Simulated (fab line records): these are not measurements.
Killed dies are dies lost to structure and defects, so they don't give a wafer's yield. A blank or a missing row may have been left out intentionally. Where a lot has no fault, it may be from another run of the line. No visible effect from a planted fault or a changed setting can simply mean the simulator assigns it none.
Matching of chambers -- flow n5Finfet -- 4 sister chambers for N5_BEOL_M14_STRIP_37 on rieDiel-04
The step strips in O2. 22 wafers are shown with their chamber, then 11 later ones without.

## WAFERS WITH THEIR CHAMBER
wafer,chamber,drypumpMotorCurrentA (A),showerheadPlenumPTorr (Torr),throttleValvePct (%)
L076.1,3,6.2,2.00,16.94
L076.3,2,5.7,2.03,16.51
L076.5,0,6.7,2.14,16.67
L074.2,2,5.7,2.03,16.49
L074.3,1,5.9,2.17,16.94
L074.5,2,5.7,2.03,16.45
L077.1,0,6.7,2.14,16.66
L077.3,1,5.9,2.16,16.92
L077.6,1,5.9,2.16,16.92
L082.1,3,6.2,2.00,16.98
L082.2,0,6.7,2.14,16.70
L082.3,1,5.9,2.16,16.99
L086.1,0,6.7,2.13,16.71
L086.3,2,5.6,2.02,16.52
L086.4,3,6.2,2.00,16.99
L087.1,3,6.2,1.99,17.01
L087.2,0,6.6,2.13,16.71
L087.3,1,5.9,2.16,16.99
L087.4,2,5.6,2.02,16.52
L087.5,1,5.9,2.16,16.93
L087.6,0,6.7,2.13,16.68
L088.1,1,5.9,2.16,17.00

SIGNATURES, as means of the wafers listed above
reading,chamber 0,chamber 1,chamber 2,chamber 3,scatter within a chamber
drypumpMotorCurrentA,6.683,5.900,5.660,6.200,0.0336
showerheadPlenumPTorr,2.1350,2.1614,2.0260,1.9975,0.00489
throttleValvePct,16.6883,16.9557,16.4980,16.9800,0.0299
Rule: for each reading, subtract the chamber's mean from the wafer's reading, divide by that reading's scatter and square the result; add these up over the readings and take the root, which gives the wafer's distance from the chamber. If the next closest chamber is less than 2 further off than the closest, the wafer can't be placed; otherwise it belongs to the closest. The scatter: take each reading less its chamber's mean, square it, sum over the shown wafers, divide by the number of wafers less the number of chambers, and take the root.

## WAFERS WHOSE CHAMBER IS MISSING
wafer,drypumpMotorCurrentA (A),showerheadPlenumPTorr (Torr),throttleValvePct (%)
L088.3,5.7,2.02,16.54
L088.5,6.3,2.00,16.99
L093.1,5.8,2.15,17.02
L093.2,5.7,2.02,16.56
L093.3,6.2,1.99,16.97
L093.4,6.2,1.99,17.03
L093.5,5.8,2.15,17.02
L093.6,5.6,2.02,16.55
L096.1,5.6,2.02,16.59
L096.3,5.8,2.15,17.01
L096.4,6.2,1.99,17.01

## THE CHAMBER EACH PASSED THROUGH
wafer,from the rows above,in truth
L088.3,2,2
L088.5,3,3
L093.1,1,1
L093.2,2,2
L093.3,3,3
L093.4,3,3
L093.5,1,1
L093.6,2,2
L096.1,2,2
L096.3,1,1
L096.4,3,3
Correctly placed: 11 of 11. Can't be placed from these rows: 0. Number placed wrongly: 0.
